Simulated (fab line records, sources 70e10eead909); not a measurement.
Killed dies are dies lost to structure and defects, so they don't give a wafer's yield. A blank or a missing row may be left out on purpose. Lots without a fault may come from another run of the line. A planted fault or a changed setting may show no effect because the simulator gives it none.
A struck lot beside a sound one | flow nand_harc | 15 steps out of a route of 1302
Sound: wafers L802.2, L802.3, L802.4. Struck: wafers L798.1, L798.2, L798.6. The cause comes at the end.
At each step with rows: each side's tool, then ch and its chambers, then its first start. Under that, the readings that differ: sound wafers | struck wafers | difference of the means | sigmas: that difference in standard deviations of wafers without a fault.
alike: readings whose means differ by less than 2 such deviations, and words and numbers that are the same on both sides. not compared: withheld readings, readings that some wafer has no value for, bounds like >300 that may hide the same value, and numbers for which the record gives no deviation and whose values overlap.
The two part at a step that has a row with sigmas, a row that says differs or no value, or rows on one side only. Numbers that don't overlap but have no deviation are shown without sigmas and don't part them. A reading that every wafer of one side lacks parts them only if that side has two wafers or more.

first, 3 steps without rows for these wafers: NHARC_P_CONTACT_ETCH_36 (etches the open film in N2/H2, target depth 260 nm, time 406.25 s); NHARC_P_CONTACT_ETCH_18 (etches the open film in C4F8/O2/Ar, target depth 481 nm, time 240.5 s); NHARC_P_CONTACT_STRIP_37 (strips in C4F8/O2/Ar).
NHARC_P_CONTACT_ETCH_31: etches the open film in CH3F/O2, target depth 30 nm, time 85.7 s.
  sound on rie_diel-01 ch 0,1,3; struck on rie_diel-01 ch 0,2,3
  reading               | sound             | struck            | difference | sigmas
  oes_product_au (a.u.) | 0.945 0.916 0.928 | 0.972 0.981 0.979 | +0.048     | +3
  alike: drypump_motor_current_A, rf_vpp_V, showerhead_plenum_p_Torr, throttle_valve_pct
  not compared: rf_hours_counter_h
NHARC_P_CONTACT_CD_MEAS_19:
  sound on cd_sem-02, day 11 22:01; struck on cd_sem-01, day 9 23:04
  alike: cd_nm
NHARC_P_CONTACT_STRIP_28: strips in O2.
  sound on rie_diel-05 ch 0,1,2, day 11 22:06; struck on rie_diel-05 ch 0,1,3, day 9 23:10
  alike: drypump_motor_current_A, oes_product_au, rf_vpp_V, showerhead_plenum_p_Torr, throttle_valve_pct
  not compared: rf_hours_counter_h
then, 1 step without rows for these wafers: NHARC_P_CONTACT_STRIP_29 (strips in post etch residue remover, time 1200 s).
NHARC_P_CONTACT_DEGAS_38: time 60 s.
  sound on pvd_sputter-01, day 11 22:44; struck on pvd_sputter-03, day 9 23:47
  alike: heater_power_w, susceptor_temp_C
then, 2 steps without rows for these wafers: NHARC_P_CONTACT_PRE_CLEAN_39 (time 19.5 s); NHARC_P_CONTACT_PVD_32 (deposits Ti, target thk 5 nm, time 17.7 s).
NHARC_P_CONTACT_ALD_22: deposits TiN, target thk 3 nm, pulse time 1 s, ald cycles 150.
  sound on ald_metal-01 ch 0,1,3, day 11 22:58; struck on ald_metal-01 ch 0,1,3, day 10 00:03
  alike: heater_power_w, precursor_pulse_height_rel, susceptor_temp_C
NHARC_P_CONTACT_CVD_23: deposits W, target thk 200 nm, time 557 s.
  sound on cvd_w-02 ch 0,1; struck on cvd_w-02 ch 0,1
  reading              | sound                | struck | difference                    | sigmas
  susceptor_temp_C (C) | 299.93 300.16 300.26 | - - -  | no value on the struck wafers |
  alike: heater_power_w, throttle_valve_pct
NHARC_P_CONTACT_CMP_24: polishes, t overpolish 30 s, target thk 200 nm.
  sound on cmp-01 ch 0,1,2, day 11 23:49; struck on cmp-01 ch 1,3, day 10 00:53
  no value came back on the struck wafers for any of 5 readings (edge_zone_pressure_frac, motor_current_A (A) and others); on the sound wafers edge_zone_pressure_frac reads 0.999 1.001 1.013
then, 1 step without rows for these wafers: NHARC_P_CONTACT_SRD_26.
NHARC_P_CONTACT_INSPECT_27:
  sound on defect_inspect-02, day 12 00:13; struck on defect_inspect-01, day 10 01:16
  reading          | sound       | struck         | difference | sigmas
  raw_defect_count | 339 267 311 | 2352 2271 2415 | +2040      | +20

WHERE THEY PART
First at NHARC_P_CONTACT_ETCH_31; last, within this record, at NHARC_P_CONTACT_INSPECT_27.

WHY: what the simulator had put in
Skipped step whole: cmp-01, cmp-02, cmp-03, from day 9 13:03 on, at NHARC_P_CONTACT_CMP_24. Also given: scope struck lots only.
